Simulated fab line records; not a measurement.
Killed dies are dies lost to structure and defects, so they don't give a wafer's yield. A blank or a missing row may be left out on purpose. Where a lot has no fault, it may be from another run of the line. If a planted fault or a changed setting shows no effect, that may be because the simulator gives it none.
Split-lot experiment	flow n5-finfet	7 lots, 21 wafers read, on a route of 1938 steps

THE SPLIT
At N5_FIN_CUT_EXPOSE_05 (exposes mask FIN CUT), the setting dose-mj was moved away from the recipe's 45.75 on 4 of the 21 wafers read, by -6.1% to +3.3%. This setting was run at the recipe's value on the other wafers.

FROM THE SPLIT TO THE READING: what the file shows between them, 3 steps
- N5_FIN_CUT_PEB_06: peb time 60 s
- N5_FIN_CUT_DEVELOP_07: develop time 30 s
- N5_FIN_CUT_DESCUM_13: chemistry O2, time 7 s

THE READING
FIN_CUT.cd-offset-nm (the simulator's own value, which no gauge read), in nm, at N5_FIN_CUT_ETCH_30 (etches underlayer in N2/H2, target depth 13 nm, time 10.4 s). No usual value for it is given in the file. Average -0.0 nm, standard deviation 0.13 nm, over the 17 wafers here run with the recipe.

wafer	tool, chamber at the split	dose-mj as run	against the recipe	FIN_CUT.cd-offset-nm, nm	against lot-mates on the recipe
L075.1	euv-scanner-02, 0	47.24	+3.3%	0.4	+0.5
L075.2	euv-scanner-02, 0	45.75	recipe	0	-
L075.5	euv-scanner-02, 0	45.75	recipe	-0.2	-
L080.2	euv-scanner-02, 0	43.81	-4.2%	-0.8	-0.6
L080.5	euv-scanner-02, 0	45.75	recipe	-0.2	-
L080.6	euv-scanner-02, 0	45.75	recipe	-0.2	-
L081.1	euv-scanner-02, 0	45.75	recipe	0	-
L081.5	euv-scanner-02, 0	45.75	recipe	0	-
L081.3	euv-scanner-02, 0	45.75	recipe	0.2	-
L084.1	euv-scanner-02, 0	45.75	recipe	0	-
L084.2	euv-scanner-02, 0	45.75	recipe	0	-
L084.3	euv-scanner-02, 0	45.75	recipe	-0.2	-
L088.2	euv-scanner-02, 0	45.75	recipe	0	-
L088.5	euv-scanner-02, 0	45.75	recipe	0	-
L088.3	euv-scanner-02, 0	45.75	recipe	0.2	-
L092.1	euv-scanner-01, 0	45.75	recipe	0	-
L092.4	euv-scanner-01, 0	45.75	recipe	0.2	-
L092.5	euv-scanner-01, 0	47.21	+3.2%	0.6	+0.5
L096.1	euv-scanner-02, 0	42.95	-6.1%	-1	-1.0
L096.2	euv-scanner-02, 0	45.75	recipe	0	-
L096.3	euv-scanner-02, 0	45.75	recipe	0	-

THE FIT
A straight line over all 21 wafers: FIN_CUT.cd-offset-nm changes by +0.166 nm for each +1% of dose-mj; r = +0.93; the points scatter about the line by 0.13 nm.
The same after taking each lot's own level away (the mean of its wafers on the recipe; 21 wafers): +0.156 nm for each +1%; r = +0.97; scatter 0.081 nm.
According to that fit, moving dose-mj by its largest amount changes the reading by 0.95 nm.
From -0.20 to 0.10 nm: that is the span of the lots' own levels, equal to 2.3 times the standard deviation above.
The two slopes agree, so the slope changes little with the lot-to-lot level.
Check: -0.906 nm against its lot-mates is what the line predicts for one of the wafers moved furthest among these (-6.1%) when that wafer is left out of the fit. It came out at -1 nm against them.

THESE WAFERS: OTHER SPLITS
Before the reading, these wafers also passed through other splits. Each is held against what the fit with the lots' levels taken away leaves over:
other split on the same wafers	wafers away from the commonest value	r with FIN_CUT.cd-offset-nm (lot level and that fit taken away)
N5_WELL_APT_COAT_02 spin-rpm	7	-0.20
N5_WELL_APT_PEB_06 peb-time-s	4	+0.39
N5_WELL_APT_COAT_19 spin-rpm	7	+0.15
N5_FIN_SAQP_COAT_68 spin-rpm	7	-0.10
N5_FIN_CUT_COAT_18 spin-rpm	2	-0.09

FILE'S OWN FIT
FIN_CUT.cd-offset-nm changes by +0.156 nm for each +1% of dose-mj, r = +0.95.
